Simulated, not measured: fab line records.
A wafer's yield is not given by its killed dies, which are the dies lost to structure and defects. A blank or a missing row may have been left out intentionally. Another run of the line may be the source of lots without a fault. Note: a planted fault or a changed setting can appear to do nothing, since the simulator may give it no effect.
fab line records + flow nandHarc
record:
- lots: 12
- wafers: 36
- lastDay: 24
route steps=1159 shown P_GATE@160 END@1159
lots with no fault: from the same line, run without faults
startH: hours from the record's first day to the start of the lot's first wafer shown + waitH: time in hours since the lot's previous step + " the same as in the row above + L1.1+2: a single row standing in for several wafers + - no value present, or no start provided + * or withheld: withheld + < > ~ a bound
route shown NAME@n: NAME is a module with steps in the file, n the number in the route of the first one + usual: the fault-free wafers' mean and standard deviation + same: alike in all rows + chamber/n: place in a boat + sites: the reading at each site + _std_site: the standard deviation of these + _edge_site: inner sites' mean taken away from outer sites' mean + radiusMm: how far each site lies from the wafer's centre + mask NAME#n: copy n + behind: the most recent tool/chamber to have shaped the wafer + hold: the reason the lot was held/the length of the hold in hours/how it ended + device: transistor that didn't switch, given as n, p or np + end of line: the route-end tests of the same wafers + where a step has no rows: the recipe by itself + killed: the dies lost at the first sort to structure and to defects; this is not the yield of the wafer + map: per-die view of a wafer (x killed, . not killed, _ where there is no die)
set.NAME: setting as actually run; set.NAME@STEP: the setting as run at that earlier step + model.NAME: the simulator's own value behind a step, which no gauge read
route steps across a sampled set of lots; one table per step, one row per wafer
services: the hour from which a tool's chamber was out of use, counted from the record's first day as startH (under 0 if before that day), plus the number of hours and why
== steps ==
step: NHARC_P_GATE_PRECLEAN_99
recipe:
- timeS: *
- tempC: 50
- bathAgeMin: 0
- chemistry: SC1
usual:
- sc1H2o2EndMolL: 0.3698/0.00065
| lot.wafer | tool        | chamber | startH | waitH | sc1H2o2EndMolL |
|-----------|-------------|---------|--------|-------|----------------|
| L308.1    | wetBench-05 | 6       | 101.91 | -     | 0.3693         |
| L308.5    | "           | 0       | "      | "     | 0.3710         |
| L308.2    | "           | 2       | "      | "     | 0.3699         |
| L310.6    | wetBench-07 | 5       | 107.98 | -     | 0.3707         |
| L310.2    | "           | 0       | "      | "     | 0.3703         |
| L310.1    | "           | 1       | "      | "     | 0.3694         |
| L312.3    | wetBench-07 | 3       | 121.88 | -     | 0.3691         |
| L312.4    | "           | 4       | "      | "     | 0.3700         |
| L312.1    | "           | 5       | "      | "     | 0.3694         |
| L313.4    | wetBench-05 | 5       | 129.56 | -     | 0.3698         |
| L313.3    | "           | 6       | "      | "     | 0.3712         |
| L313.1    | "           | 7       | "      | "     | 0.3682         |
| L315.6    | wetBench-07 | 5       | 144.94 | -     | 0.3705         |
| L315.2    | "           | 6       | "      | "     | 0.3692         |
| L315.1    | "           | 7       | "      | "     | 0.3703         |
| L321.5    | wetBench-06 | 2       | 179.33 | -     | 0.3686         |
| L321.2    | "           | 3       | "      | "     | 0.3698         |
| L321.4    | "           | 7       | "      | "     | 0.3701         |
| L324.6    | wetBench-07 | 5       | 199.27 | -     | 0.3700         |
| L324.3    | "           | 6       | "      | "     | 0.3697         |
| L324.5    | "           | 7       | "      | "     | 0.3701         |
| L325.1    | wetBench-07 | 4       | 203.48 | -     | 0.3692         |
| L325.3    | "           | 6       | "      | "     | 0.3685         |
| L325.4    | "           | 7       | "      | "     | 0.3690         |
| L326.5    | wetBench-07 | 1       | 212.28 | -     | 0.3694         |
| L326.6    | "           | 2       | "      | "     | 0.3703         |
| L326.4    | "           | 4       | "      | "     | 0.3699         |
| L327.6    | wetBench-07 | 3       | 219.32 | -     | 0.3693         |
| L327.3    | "           | 4       | "      | "     | 0.3706         |
| L327.4    | "           | 6       | "      | "     | 0.3695         |
| L330.6    | wetBench-07 | 5       | 232.31 | -     | 0.3700         |
| L330.2    | "           | 7       | "      | "     | 0.3706         |
| L330.3    | "           | 0       | "      | "     | 0.3696         |
| L331.2    | wetBench-05 | 7       | 232.87 | -     | 0.3707         |
| L331.6    | "           | 1       | "      | "     | 0.3704         |
| L331.4    | "           | 4       | "      | "     | 0.3712         |
step: NHARC_P_GATE_STRIP_76
recipe:
- powerW: 1500
- tempC: 250
- chemistry: O2
usual:
- drypumpMotorCurrentA: 5.64/0.28
- heaterPowerW: 352/30
| lot.wafer | tool           | chamber | startH | waitH | drypumpMotorCurrentA | heaterPowerW | rfHoursCounterH |
|-----------|----------------|---------|--------|-------|----------------------|--------------|-----------------|
| L308.2    | plasmaAsher-02 | 0       | 107.98 | 0.2   | 5.26                 | 352          | 32              |
| L308.1    | "              | 1       | "      | "     | 5.85                 | 381          | 32              |
| L308.5    | "              | 0       | "      | "     | 5.25                 | 360          | -               |
| L310.2    | plasmaAsher-01 | 1       | 111.43 | 0.2   | 5.45                 | 364          | 1               |
| L310.1    | "              | 0       | "      | "     | 5.96                 | 317          | 1               |
| L310.6    | "              | 0       | "      | "     | 5.95                 | 313          | -               |
| L312.1    | plasmaAsher-02 | 1       | 125.24 | 0.2   | 5.84                 | 376          | 38              |
| L312.4    | "              | 0       | "      | "     | 5.30                 | 354          | -               |
| L312.3    | "              | 1       | "      | "     | 5.84                 | 380          | -               |
| L313.1    | plasmaAsher-01 | 0       | 132.88 | 0.2   | 5.96                 | 308          | 8               |
| L313.4    | "              | 1       | "      | "     | 5.46                 | 363          | -               |
| L313.3    | "              | 0       | "      | "     | 5.98                 | 310          | -               |
| L315.1    | plasmaAsher-01 | 1       | 150.31 | 0.2   | 5.44                 | 364          | 16              |
| L315.2    | "              | 0       | "      | "     | 5.95                 | 310          | 16              |
| L315.6    | "              | 1       | "      | "     | 5.42                 | 363          | -               |
| L321.2    | plasmaAsher-01 | 0       | 182.62 | 0.2   | 5.97                 | 305          | 32              |
| L321.4    | "              | 0       | "      | "     | 5.98                 | 315          | -               |
| L321.5    | "              | 0       | "      | "     | 5.95                 | 311          | -               |
| L324.3    | plasmaAsher-01 | 0       | 202.62 | 0.1   | 5.94                 | 310          | -               |
| L324.5    | "              | 1       | "      | "     | 5.46                 | 370          | -               |
| L324.6    | "              | 0       | "      | "     | 5.94                 | 315          | -               |
| L325.1    | plasmaAsher-02 | 1       | 206.71 | 0.2   | 5.83                 | 401          | 5               |
| L325.4    | "              | 0       | "      | "     | 5.28                 | 338          | -               |
| L325.3    | "              | 1       | "      | "     | 5.84                 | 400          | -               |
| L326.4    | plasmaAsher-02 | 0       | 215.63 | 0.2   | 5.26                 | 343          | -               |
| L326.5    | "              | 0       | "      | "     | 5.27                 | 331          | -               |
| L326.6    | "              | 1       | "      | "     | 5.84                 | 407          | -               |
| L327.3    | plasmaAsher-01 | 0       | 222.74 | 0.2   | 5.95                 | 315          | -               |
| L327.4    | "              | 1       | "      | "     | 5.43                 | 364          | -               |
| L327.6    | "              | 0       | "      | "     | 5.94                 | 306          | -               |
| L330.2    | plasmaAsher-01 | 0       | 235.65 | 0.2   | 5.95                 | 316          | 51              |
| L330.3    | "              | 0       | "      | "     | 5.95                 | 307          | -               |
| L330.6    | "              | 0       | "      | "     | 5.96                 | 310          | -               |
| L331.2    | plasmaAsher-02 | 0       | 236.21 | 0.2   | 5.31                 | 339          | 14              |
| L331.4    | "              | 0       | "      | "     | 5.33                 | 333          | -               |
| L331.6    | "              | 0       | "      | "     | 5.26                 | 343          | -               |
step: NHARC_P_GATE_RTA_80
recipe:
- tempC: 300
- timeS: 30
usual:
- lampPowerPct: 2.37/0.059
- lamp_zone_6_pct: 2.34/0.058
- wafer_temp_C_max: 301.9/0.42
| lot.wafer | tool         | chamber | startH | waitH | lampPowerPct | lamp_zone_6_pct | wafer_temp_C_max |
|-----------|--------------|---------|--------|-------|--------------|-----------------|------------------|
| L308.1    | rtpAnneal-01 | 0       | 111.46 | -     | 2.42         | 2.40            | 302.3            |
| L308.2    | "            | 0       | "      | "     | 2.42         | 2.39            | 301.8            |
| L308.5    | "            | 0       | "      | "     | 2.42         | 2.39            | 301.6            |
| L310.1    | rtpAnneal-02 | 0       | 114.82 | -     | 2.30         | 2.28            | 301.9            |
| L310.2    | "            | 0       | "      | "     | 2.31         | 2.28            | 301.5            |
| L310.6    | "            | 0       | "      | "     | 2.30         | 2.28            | 301.4            |
| L312.1    | rtpAnneal-02 | 0       | 128.49 | -     | 2.31         | 2.29            | 301.8            |
| L312.3    | "            | 0       | "      | "     | 2.31         | 2.28            | 300.9            |
| L312.4    | "            | 0       | "      | "     | 2.30         | 2.28            | 302.1            |
| L313.1    | rtpAnneal-02 | 0       | 136.11 | -     | 2.31         | 2.28            | 302.0            |
| L313.3    | "            | 0       | "      | "     | 2.30         | 2.28            | 301.6            |
| L313.4    | "            | 0       | "      | "     | 2.31         | 2.28            | 301.5            |
| L315.1    | rtpAnneal-02 | 0       | 154.28 | -     | 2.30         | 2.28            | 301.9            |
| L315.2    | "            | 0       | "      | "     | 2.30         | 2.28            | 301.4            |
| L315.6    | "            | 0       | "      | "     | 2.30         | 2.28            | 301.8            |
| L321.2    | rtpAnneal-01 | 0       | 186.56 | -     | 2.42         | 2.39            | 302.8            |
| L321.4    | "            | 0       | "      | "     | 2.42         | 2.39            | 302.0            |
| L321.5    | "            | 0       | "      | "     | 2.42         | 2.40            | 301.9            |
| L324.3    | rtpAnneal-01 | 0       | 206.30 | -     | 2.42         | 2.39            | 302.4            |
| L324.5    | "            | 0       | "      | "     | 2.42         | 2.40            | 302.8            |
| L324.6    | "            | 0       | "      | "     | 2.42         | 2.39            | 301.8            |
| L325.1    | rtpAnneal-01 | 0       | 209.94 | -     | 2.43         | 2.40            | 302.5            |
| L325.3    | "            | 0       | "      | "     | 2.43         | 2.40            | 302.5            |
| L325.4    | "            | 0       | "      | "     | 2.43         | 2.40            | 302.0            |
| L326.4    | rtpAnneal-02 | 0       | 219.04 | -     | 2.30         | 2.28            | 301.6            |
| L326.5    | "            | 0       | "      | "     | 2.30         | 2.28            | 301.6            |
| L326.6    | "            | 0       | "      | "     | 2.30         | 2.28            | 301.3            |
| L327.3    | rtpAnneal-02 | 0       | 226.13 | -     | 2.31         | 2.28            | 302.1            |
| L327.4    | "            | 0       | "      | "     | 2.31         | 2.28            | 302.4            |
| L327.6    | "            | 0       | "      | "     | 2.31         | 2.28            | 301.8            |
| L330.2    | rtpAnneal-02 | 0       | 239.00 | -     | 2.30         | 2.28            | 301.4            |
| L330.3    | "            | 0       | "      | "     | 2.30         | 2.28            | 301.9            |
| L330.6    | "            | 0       | "      | "     | 2.30         | 2.28            | 301.5            |
| L331.2    | rtpAnneal-02 | 0       | 240.21 | -     | 2.30         | 2.28            | 301.7            |
| L331.4    | "            | 0       | "      | "     | 2.30         | 2.28            | 301.9            |
| L331.6    | "            | 0       | "      | "     | 2.30         | 2.28            | 301.5            |
step: NHARC_P_GATE_RTA_82
recipe:
- tempC: 450
- timeS: 30
usual:
- lampPowerPct: 4.65/0.11
- lamp_zone_6_pct: 4.61/0.11
- wafer_temp_C_max: 452.9/0.66
| lot.wafer | tool         | chamber | startH | waitH | lampPowerPct | lamp_zone_6_pct | wafer_temp_C_max |
|-----------|--------------|---------|--------|-------|--------------|-----------------|------------------|
| L308.1    | rtpAnneal-02 | 0       | 111.92 | -     | 4.52         | 4.49            | 451.5            |
| L308.2    | "            | 0       | "      | "     | 4.52         | 4.49            | 452.9            |
| L308.5    | "            | 0       | "      | "     | 4.53         | 4.49            | 452.2            |
| L310.1    | rtpAnneal-01 | 0       | 115.28 | -     | 4.76         | 4.72            | 453.6            |
| L310.2    | "            | 0       | "      | "     | 4.76         | 4.72            | 452.6            |
| L310.6    | "            | 0       | "      | "     | 4.75         | 4.71            | 453.3            |
| L312.1    | rtpAnneal-02 | 0       | 128.95 | -     | 4.52         | 4.50            | 452.4            |
| L312.3    | "            | 0       | "      | "     | 4.52         | 4.49            | 452.2            |
| L312.4    | "            | 0       | "      | "     | 4.52         | 4.49            | 452.3            |
| L313.1    | rtpAnneal-01 | 0       | 136.57 | -     | 4.76         | 4.71            | 452.7            |
| L313.3    | "            | 0       | "      | "     | 4.74         | 4.72            | 452.9            |
| L313.4    | "            | 0       | "      | "     | 4.75         | 4.71            | 454.2            |
| L315.1    | rtpAnneal-01 | 0       | 154.74 | -     | 4.75         | 4.71            | 452.9            |
| L315.2    | "            | 0       | "      | "     | 4.75         | 4.72            | 454.1            |
| L315.6    | "            | 0       | "      | "     | 4.75         | 4.72            | 452.5            |
| L321.2    | rtpAnneal-02 | 0       | 187.33 | -     | 4.53         | 4.49            | 453.1            |
| L321.4    | "            | 0       | "      | "     | 4.53         | 4.49            | 452.7            |
| L321.5    | "            | 0       | "      | "     | 4.53         | 4.50            | 452.7            |
| L324.3    | rtpAnneal-02 | 0       | 206.76 | -     | 4.51         | 4.49            | 452.9            |
| L324.5    | "            | 0       | "      | "     | 4.53         | 4.49            | 453.5            |
| L324.6    | "            | 0       | "      | "     | 4.52         | 4.49            | 451.6            |
| L325.1    | rtpAnneal-02 | 0       | 210.39 | -     | 4.52         | 4.49            | 452.5            |
| L325.3    | "            | 0       | "      | "     | 4.53         | 4.49            | 451.7            |
| L325.4    | "            | 0       | "      | "     | 4.53         | 4.49            | 452.4            |
| L326.4    | rtpAnneal-01 | 0       | 219.50 | -     | 4.76         | 4.72            | 453.3            |
| L326.5    | "            | 0       | "      | "     | 4.75         | 4.72            | 453.7            |
| L326.6    | "            | 0       | "      | "     | 4.76         | 4.72            | 452.6            |
| L327.3    | rtpAnneal-02 | 0       | 226.59 | -     | 4.54         | 4.49            | 453.0            |
| L327.4    | "            | 0       | "      | "     | 4.53         | 4.49            | 454.0            |
| L327.6    | "            | 0       | "      | "     | 4.52         | 4.49            | 453.9            |
| L330.2    | rtpAnneal-01 | 0       | 239.68 | -     | 4.75         | 4.72            | 453.0            |
| L330.3    | "            | 0       | "      | "     | 4.75         | 4.72            | 453.5            |
| L330.6    | "            | 0       | "      | "     | 4.76         | 4.72            | 452.5            |
| L331.2    | rtpAnneal-01 | 0       | 240.67 | -     | 4.76         | 4.71            | 453.1            |
| L331.4    | "            | 0       | "      | "     | 4.76         | 4.71            | 452.7            |
| L331.6    | "            | 0       | "      | "     | 4.76         | 4.72            | 453.0            |
step: NHARC_P_GATE_INSPECT_68
usual:
- rawDefectCount: 185/65
| lot.wafer | tool             | chamber | startH | waitH | rawDefectCount |
|-----------|------------------|---------|--------|-------|----------------|
| L308.1    | defectInspect-02 | -       | 112.12 | 0.2   | 150            |
| L308.2    | "                | -       | "      | "     | 225            |
| L308.5    | "                | -       | "      | "     | 207            |
| L310.1    | defectInspect-02 | -       | 115.48 | 0.2   | 132            |
| L310.2    | "                | -       | "      | "     | 173            |
| L310.6    | "                | -       | "      | "     | 156            |
| L312.1    | defectInspect-01 | -       | 129.15 | 0.2   | 1151           |
| L312.3    | "                | -       | "      | "     | 1115           |
| L312.4    | "                | -       | "      | "     | 1189           |
| L313.1    | defectInspect-01 | -       | 136.77 | 0.2   | 148            |
| L313.3    | "                | -       | "      | "     | 172            |
| L313.4    | "                | -       | "      | "     | 127            |
| L315.1    | defectInspect-01 | -       | 154.93 | 0.2   | 1117           |
| L315.2    | "                | -       | "      | "     | 1068           |
| L315.6    | "                | -       | "      | "     | 1088           |
| L321.2    | defectInspect-02 | -       | 187.50 | 0.1   | 120            |
| L321.4    | "                | -       | "      | "     | 159            |
| L321.5    | "                | -       | "      | "     | 148            |
| L324.3    | defectInspect-02 | -       | 206.91 | 0.1   | 222            |
| L324.5    | "                | -       | "      | "     | 178            |
| L324.6    | "                | -       | "      | "     | 168            |
| L325.1    | defectInspect-01 | -       | 210.59 | 0.2   | 194            |
| L325.3    | "                | -       | "      | "     | 365            |
| L325.4    | "                | -       | "      | "     | 173            |
| L326.4    | defectInspect-02 | -       | 219.62 | 0.1   | 90             |
| L326.5    | "                | -       | "      | "     | 267            |
| L326.6    | "                | -       | "      | "     | 261            |
| L327.3    | defectInspect-02 | -       | 226.73 | 0.1   | 296            |
| L327.4    | "                | -       | "      | "     | 266            |
| L327.6    | "                | -       | "      | "     | 260            |
| L330.2    | defectInspect-02 | -       | 239.85 | 0.1   | 113            |
| L330.3    | "                | -       | "      | "     | 125            |
| L330.6    | "                | -       | "      | "     | 216            |
| L331.2    | defectInspect-01 | -       | 240.83 | 0.1   | 191            |
| L331.4    | "                | -       | "      | "     | 213            |
| L331.6    | "                | -       | "      | "     | 130            |
step: NHARC_END_SORT_01
recipe:
- tempC: 25
usual:
- killedAtArray: 27/9.3
- killedAtOther: 0.9/1.3
- killedAtPeriphery: 3.6/2.7
- killedDies: 31/9.7
- killedOpen: 3.3/1.8
- killedShort: 2.0/1.5
same:
- grossDies: 677
| lot.wafer | tool      | chamber | startH | waitH | killedAtArray | killedAtOther | killedAtPeriphery | killedDies | killedOpen | killedShort |
|-----------|-----------|---------|--------|-------|---------------|---------------|-------------------|------------|------------|-------------|
| L312.1    | prober-01 | 0       | 446.73 | 2.5   | 25            | 1             | 75                | 101        | 3          | 0           |
| L312.3    | prober-01 | 0       | 448.32 | 3.1   | 12            | 1             | 33                | 46         | 1          | 2           |
| L312.4    | prober-01 | 0       | 449.12 | 3.4   | 14            | 3             | 107               | 124        | 2          | 2           |
| L315.1    | prober-02 | 0       | 495.58 | 2.4   | 18            | 0             | 66                | 84         | 6          | 2           |
| L315.2    | prober-02 | 0       | 496.36 | 2.7   | 33            | 0             | 104               | 137        | 3          | 3           |
| L315.6    | prober-02 | 0       | 499.48 | 3.9   | 16            | 1             | 66                | 83         | 2          | 1           |
| L324.3    | prober-01 | 0       | 550.41 | 3.1   | 23            | 0             | 0                 | 23         | 3          | 1           |
| L324.5    | prober-01 | 0       | 552.00 | 3.7   | 25            | 1             | 2                 | 28         | 0          | 3           |
| L324.6    | prober-01 | 0       | 552.80 | 4.0   | 20            | 0             | 0                 | 20         | 1          | 1           |
| L331.2    | prober-02 | 0       | 563.43 | 2.8   | 35            | 0             | 5                 | 40         | 2          | 0           |
| L331.4    | prober-02 | 0       | 565.02 | 3.4   | 40            | 0             | 7                 | 47         | 2          | 8           |
| L331.6    | prober-02 | 0       | 566.60 | 4.0   | 31            | 1             | 4                 | 36         | 7          | 1           |
killed by level:class
L312.1 P_GATE:unspecified=70 A_SLIT:chamberFilmFlake=10 A_CONTACT:chamberFilmFlake=5 P_M1:chamberFilmFlake=3 A_STAIRCASE:chamberFilmFlake=3 A_WL_FILL:chamberFilmFlake=3 A_WL_FILL:geometricParticle:open=2 A_CHANNEL_FILL_D1:geometricParticle:open=1
L312.3 P_GATE:unspecified=28 A_SLIT:chamberFilmFlake=7 A_CONTACT:chamberFilmFlake=2 P_CONTACT:geometricParticle:short=1 P_M0:geometricParticle:open=1 A_M0:geometricParticle:short=1 P_STI:chamberFilmFlake=1 P_GATE:chamberFilmFlake=1
L312.4 P_GATE:unspecified=102 A_SLIT:chamberFilmFlake=6 P_M1:chamberFilmFlake=4 A_CONTACT:geometricParticle:open=2 A_STAIRCASE:chamberFilmFlake=2 A_CONTACT:chamberFilmFlake=2 THIN_TSV:chamberFilmFlake=2 A_M0:geometricParticle:short=1
L315.1 P_GATE:unspecified=60 A_STAIRCASE:chamberFilmFlake=7 A_WL_FILL:chamberFilmFlake=3 A_WL_FILL:geometricParticle:open=2 A_M0:geometricParticle:open=2 P_BONDPAD:chamberFilmFlake=2 A_CONTACT:chamberFilmFlake=2 P_GATE:geometricParticle:open=1
L315.2 P_GATE:unspecified=102 A_CHANNEL_HOLE_D1:chamberFilmFlake=13 A_STAIRCASE:chamberFilmFlake=8 A_CONTACT:chamberFilmFlake=4 A_WL_FILL:chamberFilmFlake=3 P_M1:geometricParticle:open=1 A_CHANNEL_FILL_D1:geometricParticle:short=1 A_WL_FILL:geometricParticle:short=1
L315.6 P_GATE:unspecified=65 A_CHANNEL_HOLE_D1:chamberFilmFlake=12 P_STI:geometricParticle:open=1 A_SOURCE_PLATE:geometricParticle:short=1 STARTING-WAFER:geometricParticle:open=1 A_CHANNEL_FILL_D1:chamberFilmFlake=1 A_STAIRCASE:chamberFilmFlake=1 A_WL_FILL:chamberFilmFlake=1
L324.3 A_CHANNEL_HOLE_D1:chamberFilmFlake=12 A_CONTACT:chamberFilmFlake=4 A_STAIRCASE:chamberFilmFlake=2 A_ONON_D1:geometricParticle:short=1 A_CHANNEL_FILL_D1:geometricParticle:open=1 A_WL_FILL:geometricParticle:open=1 A_CONTACT:geometricParticle:open=1 A_ZERO_WELL:chamberFilmFlake=1
L324.5 A_CHANNEL_HOLE_D1:chamberFilmFlake=14 A_CONTACT:chamberFilmFlake=6 P_GATE:chamberFilmFlake=2 A_CHANNEL_FILL_D1:geometricParticle:short=1 A_WL_FILL:geometricParticle:short=1 STARTING-WAFER:geometricParticle:short=1 A_ZERO_WELL:chamberFilmFlake=1 A_CHANNEL_FILL_D1:chamberFilmFlake=1
L324.6 A_CHANNEL_HOLE_D1:chamberFilmFlake=15 A_CONTACT:chamberFilmFlake=2 A_WL_FILL:geometricParticle:short=1 A_CONTACT:geometricParticle:open=1 A_STAIRCASE:chamberFilmFlake=1
L331.2 A_CONTACT:chamberFilmFlake=12 A_CHANNEL_HOLE_D1:chamberFilmFlake=5 P_STI:chamberFilmFlake=4 A_STAIRCASE:chamberFilmFlake=4 A_SGD_CUT:chamberFilmFlake=3 A_WL_FILL:chamberFilmFlake=3 A_BONDPAD:chamberFilmFlake=3 A_CHANNEL_FILL_D1:chamberFilmFlake=2
L331.4 A_CHANNEL_HOLE_D1:chamberFilmFlake=8 A_CONTACT:chamberFilmFlake=6 A_BONDPAD:chamberFilmFlake=6 A_STAIRCASE:chamberFilmFlake=4 A_SGD_CUT:chamberFilmFlake=4 A_ONON_D1:geometricParticle:short=3 P_GATE:chamberFilmFlake=3 A_WL_FILL:chamberFilmFlake=3
L331.6 A_CONTACT:chamberFilmFlake=11 A_CHANNEL_HOLE_D1:chamberFilmFlake=7 A_ONON_D1:geometricParticle:open=2 P_STI:chamberFilmFlake=2 A_BLC:chamberFilmFlake=2 A_CHANNEL_FILL_D1:chamberFilmFlake=2 P_GATE:geometricParticle:open=1 A_SGD_CUT:geometricParticle:short=1
== services ==
| tool           | chamber | startH | hours | kind                     |
|----------------|---------|--------|-------|--------------------------|
| wetBench-07    | -       | 96.00  | 8.0   | pm                       |
| plasmaAsher-01 | -       | 99.00  | 9.0   | pm                       |
| plasmaAsher-02 | -       | 102.70 | 3.0   | repair                   |
| wetBench-07    | 0       | 104.00 | -     | consumableReplace:bath   |
| wetBench-07    | 0       | 104.00 | -     | consumableReplace:filter |
| wetBench-07    | 1       | 104.00 | -     | consumableReplace:bath   |
| wetBench-07    | 1       | 104.00 | -     | consumableReplace:filter |
| wetBench-07    | 2       | 104.00 | -     | consumableReplace:bath   |
| wetBench-07    | 2       | 104.00 | -     | consumableReplace:filter |
| wetBench-07    | 3       | 104.00 | -     | consumableReplace:bath   |
| wetBench-07    | 3       | 104.00 | -     | consumableReplace:filter |
| wetBench-07    | 4       | 104.00 | -     | consumableReplace:bath   |
| wetBench-07    | 4       | 104.00 | -     | consumableReplace:filter |
| wetBench-07    | 5       | 104.00 | -     | consumableReplace:bath   |
| wetBench-07    | 5       | 104.00 | -     | consumableReplace:filter |
| wetBench-07    | 6       | 104.00 | -     | consumableReplace:bath   |
| wetBench-07    | 6       | 104.00 | -     | consumableReplace:filter |
| wetBench-07    | 7       | 104.00 | -     | consumableReplace:bath   |
| wetBench-07    | 7       | 104.00 | -     | consumableReplace:filter |
| wetBench-06    | -       | 129.60 | 8.0   | pm                       |
| plasmaAsher-02 | -       | 138.23 | 22.2  | repair                   |
| plasmaAsher-01 | -       | 147.85 | 1.6   | repair                   |
| plasmaAsher-02 | -       | 183.12 | 9.0   | pm                       |
| wetBench-05    | -       | 196.82 | 8.0   | pm                       |
== key ==
firstSign:
- step: NHARC_P_GATE_INSPECT_68
- reading: rawDefectCount
- direction: up
- sigmas: 14
- usual: 185
- struck: 1121
effect:
- step: NHARC_END_SORT_01
- reading: killedAtPeriphery
- direction: up
- sigmas: 26
- usual: 3.6
- struck: 75.2
moreKillsBornAt:
- NHARC_P_GATE_PRECLEAN_99@wetBench-07: 427
metAt NHARC_P_GATE_PRECLEAN_99
struckLots L312,L315
testerLeftOut L312,L315
notActingAt NHARC_P_GATE_STRIP_76,NHARC_P_GATE_RTA_80,NHARC_P_GATE_RTA_82
onsetBetween 107.98 121.88
fault:
- kind: chamberParticleSource
- tool: wetBench-07
- chamber: -
- onsetH: 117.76
- steps: NHARC_P_GATE_PRECLEAN_99
- ratePerVisitCm2: 1.5781
- endH: 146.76
testerLeftOut: of these lots the tester's yield and bins aren't shown, on N5 and GAA mostly nor the transistor test; their killed dies are dies lost to structure and defects alone, not to doping, threshold or leakage, so they don't give the yield
